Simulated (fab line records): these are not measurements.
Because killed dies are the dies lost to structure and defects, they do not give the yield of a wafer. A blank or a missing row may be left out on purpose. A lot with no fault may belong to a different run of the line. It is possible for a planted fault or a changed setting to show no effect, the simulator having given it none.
fab line records    flow n5Finfet    part 2 of 2: steps 4 to 6 of 6
record: lots: 18  wafers: 54  lastDay: 18
route steps=1938 shown BEOL_M5@1151
lots with no fault: from the same line, run without faults
startH: hours from the record's first day to the start of the lot's first wafer shown    waitH: hours from the lot's prior step to this one    " same as the row above    L1.1+2: a single row standing in for several wafers    - no value, or no start given    * or withheld: withheld    < > ~ a bound
route shown NAME@n: NAME is a module with steps in the file, n the number in the route of the first one    usual: average and standard deviation across the fault-free wafers    same: alike in all rows    chamber/n: place in a boat    sites: the reading at each site    _std_site: the values' standard deviation    _edge_site: mean of outer sites minus mean of inner sites    radiusMm: how far each site lies from the wafer's centre    mask NAME#n: copy n    behind: the last tool/chamber to shape the wafer    hold: reason for holding the lot/hours on hold/outcome of the hold    device: the transistor (n, p or np) that didn't switch    end of line: the tests these same wafers got at the end of their route    a step given without rows: its recipe and nothing more    killed: dies that structure and defects cost at the first sort, which is not the same as the wafer's yield    map: dies across one wafer; x = killed, . = not, _ = none there
set.NAME: the setting that was run; set.NAME@STEP: the one run at that earlier step    model.NAME: the simulator's own value behind a step, which no gauge read
steps of the route over a sample of lots; a table a step, a row a wafer
services: from which hour (startH, from the record's first day; less than 0 if before it) a tool's chamber was out of use, for how many hours, and why
== steps ==
step: N5_BEOL_M5_STRIP_36
recipe: chemistry: N2/H2  powerW: 450  tempC: 40  pressureMtorr: 20  rfFrequencyHz: 6e+07  overashFraction: 0.3  biasPowerW: 7  h2Frac: 0.5  n2FlowSccm: 200  h2FlowSccm: 200
usual: chamberPressureMTorr: 20.000/0.028  drypumpMotorCurrentA: 5.6/0.53  oesProductAu: 0.78/0.085  rfVppV: 59.0/1.6  showerheadPlenumPTorr: 2.54/0.094  tempC: 40.01/0.1  throttleValvePct: 23.65/0.27
lot.wafer  tool        chamber  startH  waitH  chamberPressureMTorr  drypumpMotorCurrentA  oesProductAu  rfHoursCounterH  rfVppV  showerheadPlenumPTorr  tempC  throttleValvePct
L074.1     rieDiel-04  2        167.44  0.0    20.014                5.1                   0.72          191              56.0    2.40                   39.98  23.43
L074.3     "           3        "       "      19.972                4.9                   0.75          166              58.7    2.63                   40.18  23.79
L074.5     "           3        "       "      20.034                4.9                   0.75          -                60.2    2.63                   39.96  23.76
L076.1     rieDiel-03  1        190.95  0.0    19.967                6.1                   0.70          165              58.1    2.53                   39.98  23.83
L076.4     "           0        "       "      19.988                4.9                   0.76          162              57.4    2.43                   40.02  23.84
L076.6     "           2        "       "      20.038                6.1                   0.70          -                59.4    2.60                   40.15  23.69
L075.2     rieDiel-03  3        191.40  0.0    20.010                6.3                   0.96          6                56.2    2.48                   40.02  23.58
L075.4     "           1        "       "      20.004                6.1                   0.71          165              60.5    2.53                   40.19  23.79
L075.6     "           2        "       "      20.013                6.1                   0.69          -                58.5    2.60                   40.06  23.66
L078.2     rieDiel-03  2        202.47  0.0    19.972                6.2                   0.69          244              60.1    2.60                   40.10  23.68
L078.4     "           3        "       "      19.992                6.3                   0.95          -                59.3    2.48                   39.89  23.61
L078.6     "           1        "       "      20.002                6.0                   0.71          -                60.0    2.53                   39.97  23.82
L079.2     rieDiel-03  0        226.88  0.0    20.036                4.9                   0.75          173              59.9    2.43                   40.10  23.91
L079.3     "           3        "       "      20.037                6.3                   0.94          19               57.9    2.47                   40.19  23.61
L079.5     "           0        "       "      19.958                4.9                   0.76          -                60.1    2.43                   40.03  23.91
L080.1     rieDiel-04  1        226.91  0.0    20.015                4.9                   0.74          169              60.5    2.63                   40.03  24.20
L080.3     "           0        "       "      19.955                5.3                   0.73          166              60.3    2.54                   40.09  23.39
L080.5     "           0        "       "      19.941                5.3                   0.72          -                58.5    2.54                   40.01  23.39
L082.1     rieDiel-05  1        229.46  0.0    19.997                5.6                   0.82          70               59.3    2.68                   39.93  23.61
L082.4     "           0        "       "      20.011                5.8                   0.82          80               56.4    2.68                   39.89  23.42
L082.5     "           2        "       "      20.021                5.0                   0.92          -                56.7    2.69                   39.95  23.69
L083.2     rieDiel-04  3        238.36  0.0    19.952                4.9                   0.75          180              59.7    2.62                   39.84  23.78
L083.4     "           2        "       "      19.981                5.1                   0.71          207              58.6    2.40                   40.15  23.42
L083.6     "           1        "       "      20.007                4.9                   0.73          -                60.4    2.63                   40.02  24.20
L084.2     rieDiel-05  0        257.93  0.0    20.005                5.8                   0.81          87               60.0    2.68                   39.90  23.44
L084.5     "           1        "       "      19.981                5.6                   0.81          -                61.1    2.67                   40.04  23.61
L084.6     "           2        "       "      19.977                5.0                   0.90          -                59.5    2.68                   40.12  23.71
L085.2     rieDiel-03  2        257.94  0.0    19.934                6.1                   0.96          7                59.5    2.59                   39.79  23.11
L085.5     "           0        "       "      20.005                4.9                   0.74          -                59.1    2.42                   39.93  23.91
L085.6     "           1        "       "      20.008                6.1                   0.70          -                58.1    2.52                   40.13  23.85
L087.2     rieDiel-05  3        263.51  0.0    19.985                6.2                   0.84          55               57.7    2.45                   40.17  23.28
L087.3     "           2        "       "      19.969                5.1                   0.89          38               57.1    2.68                   39.91  23.70
L087.6     "           0        "       "      20.059                5.8                   0.81          -                58.9    2.68                   40.06  23.48
L088.2     rieDiel-04  3        263.56  0.0    20.013                4.9                   0.73          187              60.1    2.62                   40.02  23.81
L088.3     "           0        "       "      20.007                5.3                   0.71          176              62.1    2.54                   40.19  23.43
L088.4     "           1        "       "      20.081                5.0                   0.73          180              58.8    2.63                   40.11  24.21
L089.1     rieDiel-04  1        269.39  0.0    19.990                4.9                   0.74          182              59.9    2.63                   40.09  24.23
L089.4     "           3        "       "      19.986                4.9                   0.73          189              59.9    2.62                   39.98  23.82
L089.6     "           2        "       "      20.009                5.1                   0.69          -                60.0    2.39                   39.99  23.42
L086.1     rieDiel-05  2        269.43  0.0    20.028                5.0                   0.90          39               57.6    2.68                   39.89  23.69
L086.3     "           1        "       "      20.011                5.6                   0.81          81               56.8    2.67                   40.09  23.64
L086.5     "           1        "       "      20.069                5.6                   0.83          -                59.5    2.67                   39.84  23.61
L091.2     rieDiel-03  0        286.48  0.0    19.948                4.9                   0.75          191              60.2    2.42                   40.10  23.95
L091.5     "           0        "       "      20.024                4.9                   0.74          -                57.7    2.42                   40.15  23.93
L091.6     "           3        "       "      19.985                6.3                   0.89          -                59.2    2.46                   40.13  23.62
L093.2     rieDiel-04  3        302.28  0.0    19.997                4.9                   0.74          199              58.9    2.61                   39.91  23.82
L093.3     "           1        "       "      19.975                4.9                   0.72          191              62.0    2.62                   40.12  24.25
L093.4     "           2        "       "      20.011                5.1                   0.69          226              59.9    2.39                   39.97  23.43
L095.2     rieDiel-03  2        323.90  0.0    20.017                6.1                   0.91          26               59.3    2.59                   40.16  23.10
L095.5     "           0        "       "      20.003                4.9                   0.73          -                56.3    2.42                   40.13  23.93
L095.6     "           1        "       "      20.003                6.0                   0.69          -                57.2    2.51                   39.96  23.87
L094.3     rieDiel-03  1        327.29  0.0    20.022                6.0                   0.70          208              57.3    2.51                   40.13  23.87
L094.5     "           2        "       "      20.027                6.1                   0.91          -                59.2    2.58                   39.90  23.10
L094.6     "           1        "       "      19.968                6.1                   0.68          -                58.1    2.51                   40.04  23.85
step: N5_BEOL_M5_ALD_86
recipe: material: TaN  targetThkA: *  tempC: 275  aldPrecursorFamily: PDMAT  aldCoReactant: NH3  pressureTorr: 3  carrierFlowSccm: 1500  pulseTimeS: 2  purgeTimeS: 3  coReactantPurgeTimeS: 2  coReactantPulseTimeS: 3  aldCycles: 30  precursorVesselTempC: 75  precursorVesselPressureTorr: 26.25  precursorVesselCarrierSccm: 1000
usual: heaterPowerW: 416/49  precursorVesselCarrierSccm: 1000.1/3
lot.wafer  tool         chamber  startH  waitH  heaterPowerW  precursorVesselCarrierSccm
L074.1     aldMetal-02  0        168.43  0.0    402           999.9
L074.3     "            2        "       "      376           999.7
L074.5     "            2        "       "      377           1001.8
L076.1     aldMetal-02  1        191.76  0.0    366           1001.3
L076.4     "            3        "       "      401           997.2
L076.6     "            1        "       "      372           995.4
L075.2     aldMetal-04  3        192.28  0.1    404           1001.4
L075.4     "            2        "       "      541           990.5
L075.6     "            1        "       "      444           996.9
L078.2     aldMetal-01  1        205.38  0.0    365           997.7
L078.4     "            2        "       "      442           998.8
L078.6     "            2        "       "      449           1000.2
L079.2     aldMetal-02  2        229.40  0.0    389           998.8
L079.3     "            1        "       "      370           994.2
L079.5     "            0        "       "      400           997.0
L080.1     aldMetal-01  2        229.44  0.0    446           999.0
L080.3     "            0        "       "      355           1000.6
L080.5     "            0        "       "      354           999.6
L082.1     aldMetal-01  2        232.76  0.0    449           1001.4
L082.4     "            0        "       "      362           999.2
L082.5     "            2        "       "      443           998.1
L083.2     aldMetal-02  3        239.79  0.3    399           1000.1
L083.4     "            1        "       "      372           1007.4
L083.6     "            0        "       "      389           1000.1
L084.2     aldMetal-01  3        258.96  0.1    415           1002.2
L084.5     "            3        "       "      436           998.7
L084.6     "            2        "       "      445           1001.1
L085.2     aldMetal-02  2        259.10  0.1    383           1003.6
L085.5     "            2        "       "      373           1000.8
L085.6     "            1        "       "      376           1004.0
L087.2     aldMetal-04  0        264.36  0.0    472           999.1
L087.3     "            1        "       "      452           1000.2
L087.6     "            3        "       "      407           1001.5
L088.2     aldMetal-01  0        264.84  0.1    356           993.0
L088.3     "            2        "       "      447           1002.0
L088.4     "            3        "       "      436           997.9
L089.1     aldMetal-04  1        270.27  0.0    439           999.9
L089.4     "            0        "       "      482           999.7
L089.6     "            1        "       "      447           1002.7
L086.1     aldMetal-01  0        270.39  0.1    353           998.1
L086.3     "            2        "       "      444           1003.3
L086.5     "            1        "       "      364           999.7
L091.2     aldMetal-04  0        287.76  0.0    475           1003.7
L091.5     "            1        "       "      436           1000.0
L091.6     "            2        "       "      519           1003.8
L093.2     aldMetal-04  2        303.50  0.1    535           996.1
L093.3     "            3        "       "      402           999.6
L093.4     "            1        "       "      438           996.7
L095.2     aldMetal-01  3        324.78  0.0    432           998.6
L095.5     "            3        "       "      438           997.7
L095.6     "            2        "       "      440           1004.9
L094.3     aldMetal-01  3        328.56  0.1    434           1001.5
L094.5     "            3        "       "      430           993.1
L094.6     "            1        "       "      364           1002.5
step: N5_BEOL_M5_ANNEAL_49
recipe: tempC: 400  timeS: 1800  ambient: vacuum
usual: heaterPowerW: 823/84  susceptor_temp_C_max: 401.0/0.4
same: timeS: 1800
lot.wafer  tool           chamber  startH  waitH  heaterPowerW  susceptor_temp_C_max
L074.1     pvdSputter-03  -        169.07  0.0    744           401.0
L074.3     "              -        "       "      785           401.6
L074.5     "              -        "       "      800           401.1
L076.1     pvdSputter-01  -        192.72  0.0    935           400.9
L076.4     "              -        "       "      819           400.6
L076.6     "              -        "       "      791           400.5
L075.2     pvdSputter-02  -        194.68  0.0    763           401.5
L075.4     "              -        "       "      798           400.6
L075.6     "              -        "       "      830           400.6
L078.2     pvdSputter-01  -        205.96  0.0    940           400.9
L078.4     "              -        "       "      939           401.0
L078.6     "              -        "       "      774           400.9
L079.2     pvdSputter-03  -        230.06  0.0    800           400.7
L079.3     "              -        "       "      738           401.5
L079.5     "              -        "       "      746           401.9
L080.1     pvdSputter-02  -        230.11  0.0    970           400.8
L080.3     "              -        "       "      764           400.8
L080.5     "              -        "       "      998           401.3
L082.1     pvdSputter-01  -        233.32  0.0    924           401.2
L082.4     "              -        "       "      792           400.6
L082.5     "              -        "       "      815           400.5
L083.2     pvdSputter-02  -        240.40  0.0    812           400.6
L083.4     "              -        "       "      969           401.5
L083.6     "              -        "       "      977           401.4
L084.2     pvdSputter-03  -        259.71  0.0    787           401.7
L084.5     "              -        "       "      720           400.8
L084.6     "              -        "       "      811           401.1
L085.2     pvdSputter-02  -        259.99  0.0    744           400.6
L085.5     "              -        "       "      996           401.6
L085.6     "              -        "       "      820           400.8
L087.2     pvdSputter-01  -        265.16  0.0    806           400.6
L087.3     "              -        "       "      959           401.1
L087.6     "              -        "       "      915           401.2
L088.2     pvdSputter-03  -        265.66  0.0    808           401.1
L088.3     "              -        "       "      734           400.7
L088.4     "              -        "       "      783           401.3
L089.1     pvdSputter-03  -        270.97  0.0    744           400.9
L089.4     "              -        "       "      778           400.8
L089.6     "              -        "       "      794           400.9
L086.1     pvdSputter-02  -        270.99  0.0    974           401.2
L086.3     "              -        "       "      721           400.6
L086.5     "              -        "       "      988           401.1
L091.2     pvdSputter-02  -        288.55  0.0    767           401.1
L091.5     "              -        "       "      766           400.6
L091.6     "              -        "       "      979           401.6
L093.2     pvdSputter-01  -        304.18  0.0    784           401.2
L093.3     "              -        "       "      960           401.5
L093.4     "              -        "       "      935           401.6
L095.2     pvdSputter-01  -        325.51  0.0    921           401.0
L095.5     "              -        "       "      951           401.0
L095.6     "              -        "       "      934           401.1
L094.3     pvdSputter-03  -        329.52  0.0    735           400.8
L094.5     "              -        "       "      723           400.9
L094.6     "              -        "       "      745           401.1
== services ==
tool         chamber  startH  hours  kind
rieDiel-05   -        147.63  0.9    repair
rieDiel-03   3        153.55  -      clean
rieDiel-03   3        153.55  -      consumableReplace:focusRing
rieDiel-03   3        153.55  24.3   scheduledDown
rieDiel-03   3        153.55  24.3   ventCycle
rieDiel-03   0        154.99  7.7    repair
rieDiel-04   -        174.46  15.6   pm
rieDiel-05   2        179.59  5.7    repair
rieDiel-05   1        184.83  6.6    repair
aldMetal-04  -        185.82  0.5    repair
rieDiel-05   -        187.41  14.6   pm
rieDiel-03   0        196.77  6.4    repair
rieDiel-04   3        200.90  12.8   repair
aldMetal-02  2        210.49  16.6   repair
rieDiel-04   2        216.19  9.9    repair
aldMetal-01  -        234.61  8.7    pm
rieDiel-05   3        251.62  3.5    repair
rieDiel-03   -        253.91  0.7    repair
aldMetal-02  -        270.46  0.3    repair
aldMetal-01  3        300.94  12.0   repair
aldMetal-02  0        302.41  19.9   repair
aldMetal-01  0        303.44  30.8   repair
rieDiel-04   3        309.13  11.7   repair
rieDiel-04   1        326.22  4.5    repair
